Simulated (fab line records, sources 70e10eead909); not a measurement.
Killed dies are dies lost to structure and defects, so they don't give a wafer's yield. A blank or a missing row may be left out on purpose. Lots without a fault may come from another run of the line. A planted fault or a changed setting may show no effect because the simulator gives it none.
Problem report in the 8D (eight disciplines) form, filled by code | flow nand_harc | the parts of the form that need people (team, actions taken, sign-off) are left out

1. THE PROBLEM
run_length_s at NHARC_A_WL_FILL_ETCHBACK_17 reads a mean of 34.2 s on 2 wafers of 2 lots; wafers without a fault read 48.4 s with a standard deviation of 0.5. That is -28 standard deviations from the usual mean.
The step: etches the open film in Cl2/BCl3, target depth 4 nm, time 26.7 s.
First seen on wafer L989.6, day 28 05:40, on rie_metal-03. The record holds 42 wafers of 14 lots with a number at this step. Rule for "out", or "out of limits": more than 4 standard deviations from the usual mean. The other wafers with a number count as sound.

2. WHAT IT IS AND WHAT IT IS NOT
question                    | is                | is not
which readings at this step | run_length_s      | drypump_motor_current_A, oes_product_au
which lots                  | L987, L989        | L970, L972, L976, L977, L979, L980, L982, L983, L985, L988, L992, L993
which wafers of those lots  | L987.6, L989.6    | L987.1, L987.3, L989.1, L989.2
read on which tools         | rie_metal-03      | rie_metal-01, rie_metal-02
when                        | from day 28 05:40 | up to then (29 sound wafers); but 11 sound wafers of L987, L988, L992, L993 came after

3. SUSPECTS, AND WHAT RULES EACH OUT
Counting: a tool at a process step up to the reading stays a suspect if it ran every lot that is out. Sound lots after the first of them don't rule it out here, since some wafers of a struck lot are sound.
- rie_metal-03 at NHARC_A_WL_FILL_ETCHBACK_17 (etches the open film in Cl2/BCl3, target depth 4 nm, time 26.7 s): kept. It ran every lot that is out, first L989 (day 28 05:40); its last sound lot up to then is L982 (day 24 22:49). Its own readings are out on those wafers: run_length_s.
Left after counting: rie_metal-03 at NHARC_A_WL_FILL_ETCHBACK_17.

4. THE CAUSE (what the simulator had put in)
Process parameter drift: rie_metal-03, from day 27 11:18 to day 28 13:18, at NHARC_A_WL_FILL_ETCHBACK_17. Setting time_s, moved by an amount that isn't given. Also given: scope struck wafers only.
Counting left only this tool.

5. THE CHAIN OF EFFECTS, in route order
Each row: a reading whose mean over the struck wafers that have a number lies more than 3 standard deviations from the usual. Only readings for which the record gives a usual standard deviation are gone through. hours: the time from each lot's start at the first step in this table that gives one to its start at this step, as a median over the lots. sigmas: the change in usual standard deviations.
hours | step                        | reading      | usual  | on struck wafers | change | sigmas
0     | NHARC_A_WL_FILL_ETCHBACK_17 | run_length_s | 48.4 s | 34.2             | -14.1  | -28
The process steps in it:
- NHARC_A_WL_FILL_ETCHBACK_17: etches the open film in Cl2/BCl3, target depth 4 nm, time 26.7 s.

6. WHAT WOULD HAVE CAUGHT IT SOONER
In this record the first reading out of limits was taken at day 28 05:40, 18 hours after the fault began at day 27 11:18.
